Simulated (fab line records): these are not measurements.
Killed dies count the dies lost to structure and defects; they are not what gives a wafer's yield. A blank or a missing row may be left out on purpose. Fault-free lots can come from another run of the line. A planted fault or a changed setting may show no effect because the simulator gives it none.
fab line records	flow nandHarc
record lots=6	wafers=16	lastDay=24
route steps=1159 shown A_CONTACT@959 A_BLC@964 END@1159
lots untouched by any fault: they come from a run of this same line in which no faults occurred
startH: hours from the record's first day to the start of the lot's first wafer shown	waitH: time in hours since the lot's previous step	" repeats the value in the row above	L1.1+2: a row that stands for several wafers	- either no value or no given start	* or withheld: withheld	< > ~ a bound
route shown NAME@n: a module of which the file shows steps, and the number in the route of the first	usual: the fault-free wafers' mean and standard deviation	same: alike in all rows	chamber/n: place in a boat	sites: readings site by site	_std_site: how widely they spread, as a standard deviation	_edge_site: the outer-site mean with the inner-site mean subtracted	radiusMm: how far each site lies from the wafer's centre	mask NAME#n: copy n	behind: the last tool/chamber to shape the wafer	hold: the reason the lot was held/the length of the hold in hours/how it ended	device: transistor that didn't switch, given as n, p or np	end of line: the route-end tests of the same wafers	for a step that has no rows: nothing shown but its recipe	killed: not the wafer's yield, but the dies lost to structure and defects at the first sort	map: per-die view of a wafer (x killed, . not killed, _ where there is no die)
set.NAME: the run value of the setting; set.NAME@STEP: its run value at that earlier step	model.NAME: the simulator's own value behind a step, which no gauge read
lots at some steps of the route; a table a step, a row a wafer
services: a tool's chamber out of use, with start hour (startH, from the record's first day; less than 0 if before it), hours out, and reason
## steps
# step NHARC_A_CONTACT_CVD_19
# recipe targetThkA=3000	tempC=300	pressureTorr=40	wf6FlowSccm=40	h2FlowSccm=1600	arFlowSccm=1560	timeS=802	material=W
# usual heaterPowerOuterW=241/31	heaterPowerW=441/67	mfcArSccm=1559/5.1	mfcWf6Sccm=39.99/0.13	throttleValvePct=7.89/0.19
lot.wafer	tool	chamber	startH	waitH	heaterPowerOuterW	heaterPowerW	mfcArSccm	mfcWf6Sccm	throttleValvePct
L517.3	cvdW-02	1	-	-	242	412	1567	40.16	7.78
L517.4	"	0	"	"	270	516	1550	39.89	7.59
L517.6	"	0	"	"	274	509	1554	39.83	7.66
L522.1	cvdW-02	0	-	-	264	512	1557	40.02	7.72
L522.5	"	0	"	"	275	511	1556	39.84	7.96
L522.6	"	0	"	"	274	508	1562	39.98	7.80
L524.1	cvdW-01	0	-	-	256	463	1552	40.08	8.15
L524.6	"	1	"	"	195	341	1567	39.78	8.37
L523.1	cvdW-01	0	-	-	261	481	1562	39.87	8.10
L523.5	"	0	"	"	251	474	1557	39.93	8.18
L532.1	cvdW-02	0	-	-	274	512	1563	40.02	7.88
L532.6	"	0	"	"	268	520	1553	39.90	7.99
L532.5	"	1	"	"	235	435	1549	39.94	7.77
L533.1	cvdW-01	0	-	-	254	481	1566	40.06	7.61
L533.3	"	1	"	"	195	340	1561	40.16	8.05
L533.6	"	1	"	"	195	343	1561	40.03	7.97
# step NHARC_A_CONTACT_CMP_20
# recipe tOverpolishS=30	targetThkNm=300
# usual motorCurrentA=12.5/1.5	overpolishRunS=29.999/0.01	padLifeWafers=302/140	retainingRingPressureFrac=1.000/0.005	timeToEndpointS=59.0/2.7
lot.wafer	tool	chamber	startH	waitH	motorCurrentA	overpolishRunS	padLifeWafers	retainingRingPressureFrac	timeToEndpointS
L517.4	cmp-01	1	415.11	0.4	11.8	29.988	162	1.002	56.3
L517.3	"	3	"	"	11.9	29.989	164	0.999	58.9
L517.6	"	2	"	"	14.1	29.990	-	0.995	57.6
L522.1	cmp-01	0	452.34	1.4	11.7	30.002	459	0.997	60.7
L522.6	"	1	"	"	11.4	29.997	-	1.000	56.8
L522.5	"	2	"	"	13.6	30.005	-	1.007	60.9
L524.1	cmp-02	2	459.34	0.7	11.6	30.005	63	0.992	59.9
L524.6	"	3	"	"	9.8	29.995	-	1.000	58.8
L523.1	cmp-01	1	460.08	0.8	12.0	30.015	531	0.988	54.9
L523.5	"	3	"	"	11.8	30.003	-	0.993	59.5
L532.1	cmp-02	1	510.78	0.8	12.9	29.997	338	0.998	60.4
L532.6	"	3	"	"	9.1	29.987	-	1.004	59.7
L532.5	"	0	"	"	13.4	30.001	-	1.000	59.8
L533.3	cmp-01	3	528.52	0.5	11.7	30.003	199	1.002	63.8
L533.1	"	0	"	"	12.9	30.001	200	0.998	64.6
L533.6	"	2	"	"	14.3	29.978	-	0.994	61.1
# step NHARC_A_CONTACT_SRD_22
# step NHARC_A_CONTACT_INSPECT_23
# usual rawDefectCount=412/160
lot.wafer	tool	chamber	startH	waitH	rawDefectCount
L517.3	defectInspect-01	-	415.52	0.1	326
L517.4	"	-	"	"	326
L517.6	"	-	"	"	418
L522.1	defectInspect-02	-	452.67	0.1	530
L522.5	"	-	"	"	716
L522.6	"	-	"	"	494
L524.1	defectInspect-01	-	459.67	0.1	334
L524.6	"	-	"	"	213
L523.1	defectInspect-02	-	460.41	0.1	294
L523.5	"	-	"	"	259
L532.1	defectInspect-01	-	511.14	0.1	373
L532.5	"	-	"	"	349
L532.6	"	-	"	"	297
L533.1	defectInspect-01	-	528.89	0.1	282
L533.3	"	-	"	"	261
L533.6	"	-	"	"	295
# step NHARC_A_BLC_DEHYDRATE_00
# recipe tempC=150	timeS=120
# step NHARC_A_BLC_HMDS_01
# recipe timeS=30
# step NHARC_A_BLC_COAT_02
# recipe tempC=260	timeS=75
# step NHARC_A_BLC_COAT_03
# recipe tempC=225	timeS=65
# step NHARC_A_BLC_COAT_04
# recipe spinRpm=1500	resistThkNm=90
# step NHARC_A_BLC_SOFTBAKE_05
# recipe tempC=105	timeS=55
# step NHARC_A_BLC_EBR_06
# step NHARC_A_BLC_EXPOSE_07
# recipe na=1.35	targetCdNm=100	doseMj=67.97	maskId=A_BLC
lot.wafer	tool	chamber	startH	waitH	mask
L517.3+4+6	arfiScanner-03	0	415.77	-	A_BLC#0
L522.1+5+6	arfiScanner-02	0	453.04	-	A_BLC#0
L524.1+6	arfiScanner-03	0	460.03	-	A_BLC#0
L523.1+5	arfiScanner-03	0	460.66	-	A_BLC#0
L532.1+5+6	arfiScanner-02	0	511.50	-	A_BLC#0
L533.1+3+6	arfiScanner-02	0	529.26	-	A_BLC#0
# step NHARC_A_BLC_PEB_08
# recipe pebTempC=100	pebTimeS=65
# step NHARC_A_BLC_DEVELOP_09
# recipe developTimeS=35	devTempC=23
# step NHARC_A_BLC_CD_MEAS_10
# recipe targetCdNm=100	landingEnergyEv=500
# usual cdNm=100.2/0.56
lot.wafer	tool	chamber	startH	waitH	cdNm
L517.3	cdSem-03	0	415.90	-	100.5
L517.4	"	0	"	"	101.1
L517.6	"	0	"	"	99.7
L522.1	cdSem-02	0	453.18	-	100.4
L522.5	"	0	"	"	100.3
L522.6	"	0	"	"	100.4
L524.1	cdSem-03	0	460.17	-	100.0
L524.6	"	0	"	"	98.8
L523.1	cdSem-03	0	460.80	-	100.1
L523.5	"	0	"	"	98.8
L532.1	cdSem-02	0	511.64	-	100.1
L532.5	"	0	"	"	99.7
L532.6	"	0	"	"	99.2
L533.1	cdSem-03	0	529.40	-	99.9
L533.3	"	0	"	"	100.2
L533.6	"	0	"	"	101.3
# step NHARC_A_BLC_OVL_MEAS_11
# usual overlayXNm=-0.2/0.96	overlayYNm=0.2/0.85
lot.wafer	tool	chamber	startH	waitH	overlayXNm	overlayYNm
L517.3	overlay-01	-	415.99	-	-0.9	-0.9
L517.4	"	-	"	"	-1.1	-1.4
L517.6	"	-	"	"	-1.1	-1.4
L522.1	overlay-01	-	453.27	-	-0.3	0.8
L522.5	"	-	"	"	-0.2	0.4
L522.6	"	-	"	"	-0.2	0.3
L524.1	overlay-02	-	460.26	-	-1.0	0.3
L524.6	"	-	"	"	-1.0	0.4
L523.1	overlay-01	-	460.89	-	0.3	-0.1
L523.5	"	-	"	"	0.6	0.6
L532.1	overlay-01	-	511.73	-	-0.3	0.0
L532.5	"	-	"	"	-0.7	0.4
L532.6	"	-	"	"	-0.5	-0.1
L533.1	overlay-01	-	529.49	-	-0.5	-0.5
L533.3	"	-	"	"	-0.8	-0.9
L533.6	"	-	"	"	-1.1	-0.8
# step NHARC_A_BLC_INSPECT_12
# usual rawDefectCount=29/15
lot.wafer	tool	chamber	startH	waitH	rawDefectCount
L517.3	defectInspect-01	-	416.02	0.0	5
L517.4	"	-	"	"	15
L517.6	"	-	"	"	7
L522.1	defectInspect-01	-	453.30	0.0	28
L522.5	"	-	"	"	29
L522.6	"	-	"	"	34
L524.1	defectInspect-02	-	460.30	0.0	10
L524.6	"	-	"	"	19
L523.1	defectInspect-01	-	460.92	0.0	34
L523.5	"	-	"	"	20
L532.1	defectInspect-01	-	511.77	0.0	59
L532.5	"	-	"	"	62
L532.6	"	-	"	"	44
L533.1	defectInspect-02	-	529.53	0.0	36
L533.3	"	-	"	"	40
L533.6	"	-	"	"	46
# step NHARC_A_BLC_DESCUM_15
# recipe timeS=3	o2FlowSccm=200	arFlowSccm=0	biasPowerW=0	chemistry=O2
# usual drypumpMotorCurrentA=5.8/0.37	mfcArSccm=0.002/0.0053	oesProductAu=1.004/0.009	rfVppV=57.8/0.88	showerheadPlenumPTorr=1.91/0.1	throttleValvePct=11.311/0.01
lot.wafer	tool	chamber	startH	waitH	drypumpMotorCurrentA	mfcArSccm	oesProductAu	rfHoursCounterH	rfVppV	showerheadPlenumPTorr	throttleValvePct	model.A_BLC.cdNm
L517.3	rieDiel-02	0	416.08	0.1	5.5	0	0.992	9	57.0	1.93	11.323	99.96
L517.4	"	2	"	"	5.4	0	0.983	8	58.1	1.88	11.297	101.3
L517.6	"	0	"	"	5.5	0	0.993	-	59.9	1.93	11.320	99.28
L522.1	rieDiel-02	2	453.37	0.1	5.4	0	1.006	12	57.7	1.87	11.298	100.7
L522.5	"	2	"	"	5.4	0	1.004	-	58.1	1.87	11.325	101
L522.6	"	3	"	"	6.2	0.018	1.016	-	56.7	1.77	11.318	100.9
L524.1	rieDiel-12	1	460.37	0.1	6.0	0.002	1.006	35	58.9	1.99	11.323	99.73
L524.6	"	0	"	"	6.4	0	0.997	-	56.8	1.82	11.311	98.45
L523.1	rieDiel-02	1	460.99	0.1	6.1	0	1.004	12	57.9	1.79	11.297	99.63
L523.5	"	1	"	"	6.1	0	1.011	-	59.0	1.79	11.325	98.7
L532.1	rieDiel-04	1	511.86	0.1	5.2	0	1.001	4	57.3	2.02	11.298	100
L532.6	"	2	"	"	5.8	0	1.006	-	58.9	2.05	11.306	99.8
L532.5	"	3	"	"	6.2	0	1.006	-	56.6	1.88	11.301	99.66
L533.3	rieDiel-02	1	529.59	0.1	6.1	0	1.009	1	57.0	1.79	11.295	99.82
L533.1	"	3	"	"	6.2	0.018	0.999	1	56.8	1.77	11.299	99.75
L533.6	"	2	"	"	5.4	0	0.988	-	58.4	1.87	11.311	100.3
# step NHARC_A_BLC_ETCH_16
# recipe targetDepthA=390	overEtchFrac=0.3	timeS=65	ionEnergyEv=80	cf4FlowSccm=150	arFlowSccm=0	rfW=300	biasW=100	chemistry=CF4
# usual drypumpMotorCurrentA=5.8/0.38	mfcArSccm=0.003/0.0059	oesProductAu=1.002/0.011	rfVppV=151.2/1.4	showerheadPlenumPTorr=1.77/0.088	throttleValvePct=13.283/0.0092
lot.wafer	tool	chamber	startH	waitH	drypumpMotorCurrentA	mfcArSccm	oesProductAu	rfHoursCounterH	rfVppV	showerheadPlenumPTorr	throttleValvePct	model.A_BLC.cdNm
L517.4	rieDiel-02	3	416.17	0.1	6.2	0.018	1.006	8	148.8	1.65	13.293	101.3
L517.3	"	1	"	"	6.1	0	1.010	7	148.9	1.67	13.281	100.2
L517.6	"	2	"	"	5.3	0	1.014	-	152.1	1.74	13.274	99.1
L522.1	rieDiel-02	0	453.46	0.1	5.5	0	1.001	13	152.5	1.79	13.295	100.7
L522.5	"	3	"	"	6.1	0.018	1.012	-	149.8	1.65	13.286	101
L522.6	"	0	"	"	5.5	0	1.004	-	152.4	1.79	13.290	101
L524.1	rieDiel-12	2	460.59	0.2	5.2	0	1.016	34	149.8	1.64	13.300	99.83
L524.6	"	1	"	"	5.9	0.002	0.988	-	153.3	1.83	13.269	98.97
L523.1	rieDiel-02	3	461.08	0.1	6.2	0.018	1.001	13	150.2	1.65	13.277	99.6
L523.5	"	2	"	"	5.4	0	1.007	-	150.3	1.74	13.286	98.46
L532.1	rieDiel-04	0	511.94	0.1	5.7	0.004	1.020	4	152.2	1.88	13.293	100.1
L532.5	"	1	"	"	5.2	0	1.007	-	152.3	1.86	13.281	100.1
L532.6	"	2	"	"	5.8	0	1.001	-	151.7	1.89	13.285	99.83
L533.1	rieDiel-02	1	529.68	0.1	6.1	0	1.000	1	148.5	1.66	13.278	100.3
L533.3	"	3	"	"	6.2	0.018	1.004	1	147.2	1.65	13.287	99.69
L533.6	"	1	"	"	6.1	0	0.988	-	150.2	1.66	13.272	100.7
# step NHARC_A_BLC_ETCH_17
# recipe targetDepthA=3900	overEtchFrac=0.25	timeS=609.38	ionEnergyEv=200	n2FlowSccm=150	h2FlowSccm=150	arFlowSccm=0	rfW=400	biasW=150	chemistry=N2/H2
# usual drypumpMotorCurrentA=5.8/0.38	mfcArSccm=0.003/0.0058	n2FlowSccm=150.0/0.47	oesProductAu=1.005/0.011	rfVppV=431/3.2	showerheadPlenumPTorr=2.04/0.11	throttleValvePct=14.171/0.0091
lot.wafer	tool	chamber	startH	waitH	drypumpMotorCurrentA	mfcArSccm	n2FlowSccm	oesProductAu	rfHoursCounterH	rfVppV	showerheadPlenumPTorr	throttleValvePct
L517.3	rieDiel-02	3	-	-	6.2	0.018	150.3	1.009	8	429	1.89	14.174
L517.4	"	0	"	"	5.5	0	150.2	1.004	9	431	2.06	14.181
L517.6	"	1	"	"	6.1	0	150.5	1.003	-	427	1.91	14.175
L522.1	rieDiel-02	0	-	-	5.5	0	150.0	1.000	13	431	2.06	14.164
L522.6	"	3	"	"	6.2	0.018	150.1	1.016	-	425	1.89	14.159
L522.5	"	0	"	"	5.5	0	149.7	0.998	-	432	2.06	14.172
L524.1	rieDiel-12	1	-	-	6.0	0.002	150.0	0.994	36	434	2.12	14.173
L524.6	"	3	"	"	6.1	0	149.5	1.009	-	433	2.11	14.166
L523.1	rieDiel-02	2	-	-	5.4	0	149.9	1.007	12	430	2.00	14.175
L523.5	"	1	"	"	6.1	0	150.4	1.011	-	425	1.91	14.166
L532.1	rieDiel-04	1	-	-	5.2	0	149.7	1.000	4	435	2.16	14.165
L532.6	"	0	"	"	5.7	0.004	150.2	1.021	-	433	2.18	14.165
L532.5	"	1	"	"	5.2	0	149.5	0.995	-	433	2.16	14.165
L533.1	rieDiel-02	3	-	-	6.2	0.018	149.6	1.007	1	425	1.88	14.156
L533.3	"	0	"	"	5.5	0	149.1	1.002	1	432	2.06	14.152
L533.6	"	3	"	"	6.2	0.018	150.6	1.002	-	426	1.88	14.173
# step NHARC_END_SORT_01
# recipe tempC=25
# usual killedAtArray=27/12	killedAtOther=0.5/0.9	killedAtPeriphery=3.7/2.7	killedDies=31/12	killedOpen=3.3/2	killedShort=2.0/1.4
# same grossDies=677
lot.wafer	tool	chamber	startH	waitH	killedAtArray	killedAtOther	killedAtPeriphery	killedDies	killedOpen	killedShort
L517.3	prober-02	0	481.78	3.1	8	1	3	12	0	3
L517.4	prober-02	0	482.59	3.4	18	0	3	21	4	0
L517.6	prober-02	0	484.21	4.1	13	0	4	17	3	1
L522.1	prober-01	0	503.55	2.5	25	0	2	27	4	0
L522.5	prober-01	0	506.69	3.6	25	0	5	30	3	4
L522.6	prober-01	0	507.48	3.9	36	0	4	40	6	2
L524.1	prober-01	0	511.33	2.5	11	0	1	12	1	3
L524.6	prober-01	0	515.29	4.0	15	0	4	19	6	1
L523.1	prober-02	0	511.45	2.5	31	0	4	35	2	1
L523.5	prober-02	0	514.61	3.7	20	0	6	26	2	1
L533.1	prober-02	0	578.53	2.5	37	0	3	40	4	4
L533.3	prober-02	0	580.11	3.1	33	0	6	39	4	3
L533.6	prober-02	0	582.49	4.0	42	0	6	48	5	2
# killed by level:class
L517.3 A_CHANNEL_HOLE_D1:chamberFilmFlake=3 P_GATE:chamberFilmFlake=2 A_M1:chamberFilmFlake=2 A_SLIT:geometricParticle:short=1 A_M0:geometricParticle:short=1 STARTING-WAFER:geometricParticle:short=1 P_BONDPAD:chamberFilmFlake=1 A_SLIT:chamberFilmFlake=1
L517.4 A_M1:chamberFilmFlake=5 A_CHANNEL_FILL_D1:chamberFilmFlake=4 A_CHANNEL_HOLE_D1:chamberFilmFlake=2 A_STAIRCASE:chamberFilmFlake=2 P_CONTACT:geometricParticle:open=1 A_ONON_D1:geometricParticle:open=1 A_CHANNEL_FILL_D1:geometricParticle:open=1 A_BONDPAD:geometricParticle:open=1
L517.6 A_CHANNEL_HOLE_D1:chamberFilmFlake=3 A_M1:chamberFilmFlake=3 P_GATE:chamberFilmFlake=2 A_CHANNEL_FILL_D1:chamberFilmFlake=2 P_M2:geometricParticle:open=1 A_ONON_D1:geometricParticle:open=1 A_WL_FILL:geometricParticle:short=1 A_BLC:geometricParticle:open=1
L522.1 A_SLIT:chamberFilmFlake=19 A_CONTACT:chamberFilmFlake=2 P_M1:geometricParticle:open=1 A_ONON_D1:geometricParticle:open=1 A_CHANNEL_FILL_D1:geometricParticle:open=1 A_BLC:geometricParticle:open=1 P_GATE:chamberFilmFlake=1 A_CHANNEL_HOLE_D1:chamberFilmFlake=1
L522.5 A_SLIT:chamberFilmFlake=8 A_CONTACT:chamberFilmFlake=6 A_CHANNEL_HOLE_D1:chamberFilmFlake=3 P_M0:geometricParticle:short=2 P_GATE:chamberFilmFlake=2 A_STAIRCASE:chamberFilmFlake=2 A_ONON_D1:geometricParticle:short=1 A_CHANNEL_HOLE_D1:geometricParticle:open=1
L522.6 A_SLIT:chamberFilmFlake=18 A_CONTACT:chamberFilmFlake=8 A_CONTACT:geometricParticle:open=2 A_M0:geometricParticle:open=2 A_STAIRCASE:chamberFilmFlake=2 P_STI:geometricParticle:short=1 P_STI:geometricParticle:open=1 A_WL_FILL:geometricParticle:short=1
L524.1 A_CHANNEL_HOLE_D1:chamberFilmFlake=2 A_STAIRCASE:chamberFilmFlake=2 A_ONON_D1:geometricParticle:open=1 A_SGD_CUT:geometricParticle:short=1 A_CONTACT:geometricParticle:short=1 A_M1:geometricParticle:short=1 P_STI:chamberFilmFlake=1 A_ZERO_WELL:chamberFilmFlake=1
L523.1 A_CHANNEL_HOLE_D1:chamberFilmFlake=24 P_M0:chamberFilmFlake=2 A_CHANNEL_FILL_D1:chamberFilmFlake=2 A_ONON_D1:geometricParticle:open=1 A_WL_FILL:geometricParticle:short=1 A_CONTACT:geometricParticle:open=1 P_STI:chamberFilmFlake=1 P_GATE:chamberFilmFlake=1
L523.5 A_CHANNEL_HOLE_D1:chamberFilmFlake=18 P_CONTACT:chamberFilmFlake=2 P_STI:geometricParticle:open=1 P_CONTACT:geometricParticle:short=1 A_WL_FILL:geometricParticle:open=1 P_M0:chamberFilmFlake=1 P_M2:chamberFilmFlake=1 A_STAIRCASE:chamberFilmFlake=1
L524.6 A_CONTACT:chamberFilmFlake=7 A_WL_FILL:geometricParticle:open=2 P_GATE:geometricParticle:open=1 A_CHANNEL_FILL_D1:geometricParticle:open=1 A_CONTACT:geometricParticle:short=1 A_CONTACT:geometricParticle:open=1 A_BLC:geometricParticle:open=1 P_ZERO_WELL:chamberFilmFlake=1
L533.1 A_SLIT:chamberFilmFlake=15 A_CHANNEL_HOLE_D1:chamberFilmFlake=8 A_M0:chamberFilmFlake=3 A_CONTACT:geometricParticle:open=2 A_CONTACT:geometricParticle:short=2 P_M1:chamberFilmFlake=2 A_ZERO_WELL:chamberFilmFlake=2 A_CONTACT:chamberFilmFlake=2
L533.3 A_SLIT:chamberFilmFlake=13 A_CONTACT:chamberFilmFlake=8 A_STAIRCASE:chamberFilmFlake=4 A_CHANNEL_HOLE_D1:chamberFilmFlake=3 P_GATE:geometricParticle:open=2 P_M1:chamberFilmFlake=2 P_CONTACT:geometricParticle:open=1 A_CHANNEL_FILL_D1:geometricParticle:short=1
L533.6 A_SLIT:chamberFilmFlake=14 A_CHANNEL_HOLE_D1:chamberFilmFlake=9 A_CONTACT:chamberFilmFlake=7 P_M1:chamberFilmFlake=5 A_STAIRCASE:chamberFilmFlake=5 A_ONON_D1:geometricParticle:open=2 P_STI:geometricParticle:open=1 A_CHANNEL_FILL_D1:geometricParticle:short=1
## services
tool	chamber	startH	hours	kind
rieDiel-02	0	410.84	-	clean
rieDiel-02	1	410.84	-	clean
rieDiel-12	3	413.28	24.8	repair
rieDiel-04	2	417.78	2.6	repair
arfiScanner-02	-	428.00	4.0	pm
rieDiel-04	2	428.72	7.5	repair
rieDiel-02	3	431.82	3.5	repair
cmp-01	-	432.06	0.3	repair
cmp-02	-	434.82	8.3	repair
arfiScanner-03	-	438.50	2.0	repair
cmp-02	-	443.14	4.0	pm
cvdW-01	0	444.03	12.0	repair
cvdW-01	1	447.00	1.7	repair
cvdW-02	1	449.08	3.4	repair
rieDiel-12	3	451.21	7.5	repair
rieDiel-04	-	466.07	9.0	pm
cmp-01	-	473.53	4.0	pm
cvdW-01	-	477.88	13.0	pm
arfiScanner-03	-	484.00	4.0	pm
cmp-01	-	497.91	2.0	repair
rieDiel-02	-	505.34	9.0	pm
arfiScanner-03	-	510.94	4.9	repair
cmp-01	-	514.21	0.5	repair
rieDiel-12	0	528.89	10.7	repair
## key
firstSign none at tools or gauges
modelEffect step=NHARC_A_BLC_DESCUM_15	value=A_BLC.cdNm	without=100.7	struck=98.57
modelEffect step=NHARC_A_BLC_ETCH_16	value=A_BLC.cdNm	without=100.9	struck=98.72
metAt NHARC_A_BLC_EXPOSE_07
struckWafers L523.5,L524.6
testerLeftOut L523,L524
onsetBetween 415.77 460.03
fault kind=processParameterDrift	tool=arfiScanner-03	chamber=-	onsetH=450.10	steps=NHARC_A_BLC_EXPOSE_07	channel=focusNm	offset=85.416	shape=step	endH=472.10	scope=struckWafersOnly
# testerLeftOut: of these lots the tester's yield and bins aren't shown, on N5 and GAA mostly nor the transistor test; their killed dies are dies lost to structure and defects alone, not to doping, threshold or leakage, so they don't give the yield
